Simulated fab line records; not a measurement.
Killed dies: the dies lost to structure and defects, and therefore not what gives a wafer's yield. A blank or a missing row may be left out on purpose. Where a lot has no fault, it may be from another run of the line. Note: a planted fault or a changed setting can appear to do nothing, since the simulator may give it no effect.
Matching of chambers :: flow n5 finfet :: N5_BEOL_M3_CMP_52 on cmp-02 has 4 sister chambers
The step polishes, stops on SiOC, t overpolish 6.8 s, target thk 40 nm. 8 wafers are shown with their chamber, then 9 later ones without.

== WAFERS, EACH WITH ITS CHAMBER ==
wafer: L084.5
chamber: 2
motor current A (A): 6.9
time to endpoint s (s): 60

wafer: L083.1
chamber: 3
motor current A (A): 5.4
time to endpoint s (s): 61

wafer: L083.4
chamber: 2
motor current A (A): 6.9
time to endpoint s (s): 62

wafer: L085.4
chamber: 0
motor current A (A): 7.3
time to endpoint s (s): 59

wafer: L085.5
chamber: 3
motor current A (A): 5.7
time to endpoint s (s): 55

wafer: L088.1
chamber: 0
motor current A (A): 7.3
time to endpoint s (s): 61

wafer: L088.4
chamber: 1
motor current A (A): 6.8
time to endpoint s (s): 67

wafer: L088.5
chamber: 1
motor current A (A): 6.6
time to endpoint s (s): 67

== WAFERS WHOSE CHAMBER IS MISSING ==
wafer: L089.2
motor current A (A): 6.9
time to endpoint s (s): 61

wafer: L089.4
motor current A (A): 6.6
time to endpoint s (s): 71

wafer: L089.6
motor current A (A): 6.5
time to endpoint s (s): 59

wafer: L093.2
motor current A (A): 5.6
time to endpoint s (s): 59

wafer: L093.3
motor current A (A): 7.2
time to endpoint s (s): 59

wafer: L093.5
motor current A (A): 7.4
time to endpoint s (s): 61

wafer: L095.1
motor current A (A): 6.6
time to endpoint s (s): 60

wafer: L095.3
motor current A (A): 5.8
time to endpoint s (s): 58

wafer: L095.6
motor current A (A): 6.5
time to endpoint s (s): 66

== CHAMBER TAKEN BY EACH ==
wafer: L089.2
from the rows above: 2
in truth: 2

wafer: L089.4
from the rows above: 1
in truth: 1

wafer: L089.6
from the rows above: can't be placed: 2 or 1
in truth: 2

wafer: L093.2
from the rows above: 3
in truth: 3

wafer: L093.3
from the rows above: can't be placed: 0 or 2
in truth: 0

wafer: L093.5
from the rows above: 0
in truth: 0

wafer: L095.1
from the rows above: can't be placed: 2 or 1
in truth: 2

wafer: L095.3
from the rows above: 3
in truth: 3

wafer: L095.6
from the rows above: 1
in truth: 1
6 of 9 placed correctly. Can't be placed from these rows: 3 (the true chamber is among the candidates in 3). Placed wrongly: 0.
How it was worked out, from the rows above alone: a wafer's distance from a chamber is the root of the sum, over the readings, of the square of ((its reading less the chamber's mean) divided by the reading's scatter). If the next closest chamber is less than 2 further off than the closest, the wafer can't be placed; otherwise it belongs to the closest. Each chamber's mean is taken over the wafers shown for it. The scatter: take each reading less its chamber's mean, square it, sum over the shown wafers, divide by the number of wafers less the number of chambers, and take the root.
